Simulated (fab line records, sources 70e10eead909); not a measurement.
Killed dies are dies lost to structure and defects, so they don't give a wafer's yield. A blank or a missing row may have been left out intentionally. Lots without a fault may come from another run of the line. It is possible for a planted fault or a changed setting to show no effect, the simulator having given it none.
A struck lot beside a sound one / flow nand harc / 14 out of 1159 route steps
Sound: the wafers L522.2, L522.3, L522.4. Wafers L533.1, L533.2, L533.4 were the ones struck. Last of all comes the cause.
Each step with rows lists, per side, the tool, then ch with its chambers, then its first start. Under that, the readings that differ: sound wafers / struck wafers / difference of the means / sigmas: that difference in standard deviations of wafers without a fault.
alike: words and numbers the same on both sides, and readings whose means are apart by under 2 such deviations; not compared: readings that were withheld, readings missing a value for some wafer, numbers with overlapping values and no deviation given by the record, and bounds like >300 which may hide the same value.
Wherever a step has rows on one side only, a row that says differs or no value, or a row with sigmas, the two part there. Non-overlapping numbers with no deviation appear without sigmas and do not part them. Lack of a reading on every wafer of one side parts them only where that side has two or more wafers.

first, 4 steps without rows for these wafers: NHARC_THIN_TSV_EBR_29; NHARC_THIN_TSV_EXPOSE_30 (exposes mask PAD); NHARC_THIN_TSV_PEB_31 (peb time 85 s); NHARC_THIN_TSV_DEVELOP_32 (time 70 s).
NHARC_THIN_TSV_CD_MEAS_33: the cd target is 5000 nm.
  sound on cd sem-01 ch 0, day 20 14:44; struck on cd sem-02 ch 0, day 23 03:59
reading=cd nm (nm); sound=5002.5 5004.0 5001.3; struck=4999.4 4997.9 5000.8; difference=-3.2; sigmas=-2
then, 1 step without rows for these wafers: NHARC_THIN_TSV_HARDBAKE_34 (time 80 s).
NHARC_THIN_TSV_DESCUM_35: chemistry O2, time 3 s.
  sound on rie diel-05 ch 1,2,3, day 20 14:54; struck on rie diel-05 ch 1,2,3, day 23 04:09
reading=rf hours counter h (h); sound=7 8 8; struck=0 0 0; difference=-8; sigmas=
  alike: drypump motor current A, oes product au, rf vpp V, showerhead plenum p Torr, throttle valve pct
NHARC_THIN_TSV_ETCH_59: etches the open film in Cl2/BCl3, target depth 880 nm, time 138.1 s.
  sound on rie metal-01 ch 0,1, day 20 15:02; struck on rie metal-03 ch 0,1, day 23 04:16
  alike: drypump motor current A, oes product au, throttle valve pct
  not compared: rf hours counter h
NHARC_THIN_TSV_ETCH_36: etches the open film in Cl2/BCl3, target depth 65 nm, time 18.571 s.
  sound on rie metal-01 ch 0,1, day 20 15:18; struck on rie metal-03 ch 0,1, day 23 04:32
  alike: drypump motor current A, oes product au
  not compared: rf hours counter h
NHARC_THIN_TSV_STRIP_56: strips in O2.
  sound on plasma asher-02 ch 0,1, day 20 15:24; struck on plasma asher-01 ch 0,1, day 23 04:38
  alike: drypump motor current A, heater power w
  not compared: rf hours counter h
then, 1 step without rows for these wafers: NHARC_THIN_TSV_STRIP_57 (strips in post etch residue remover, time 1200 s).
NHARC_THIN_TSV_CD_MEAS_37:
  struck on cd sem-02, day 23 05:26; sound on cd sem-01, day 20 16:12
reading=cd nm (nm); sound=5005.2 5004.9 5003.9; struck=4997.2 4995.1 4998.4; difference=-7.8; sigmas=-4
NHARC_THIN_TSV_ANNEAL_58: time 1800 s.
  sound on furnace-06 ch 0, day 20 20:28; struck on furnace-06 ch 0, day 23 08:11
reading=spike tc bottom C (C); sound=423.6 423.6 425.1; struck=446.8 447.7 446.7; difference=+23.0; sigmas=+10
reading=spike tc centre C (C); sound=401.3 402.0 404.4; struck=427.6 425.2 427.1; difference=+24.1; sigmas=+20
reading=spike tc lower C (C); sound=401.3 396.9 398.5; struck=422.0 422.4 423.5; difference=+23.7; sigmas=+18
reading=spike tc top C (C); sound=426.7 426.2 426.7; struck=447.7 447.7 449.2; difference=+21.7; sigmas=+14
reading=spike tc upper C (C); sound=400.2 399.1 399.4; struck=422.9 422.3 421.6; difference=+22.7; sigmas=+24
NHARC_END_SORT_01:
  the record has rows for the sound wafers here (prober-01 ch 0, day 21 01:47) and none for the struck ones

## WHERE THEY PART
Earliest at NHARC_THIN_TSV_CD_MEAS_33; latest, in this record, at NHARC_END_SORT_01.

WHY: what the simulator had put in
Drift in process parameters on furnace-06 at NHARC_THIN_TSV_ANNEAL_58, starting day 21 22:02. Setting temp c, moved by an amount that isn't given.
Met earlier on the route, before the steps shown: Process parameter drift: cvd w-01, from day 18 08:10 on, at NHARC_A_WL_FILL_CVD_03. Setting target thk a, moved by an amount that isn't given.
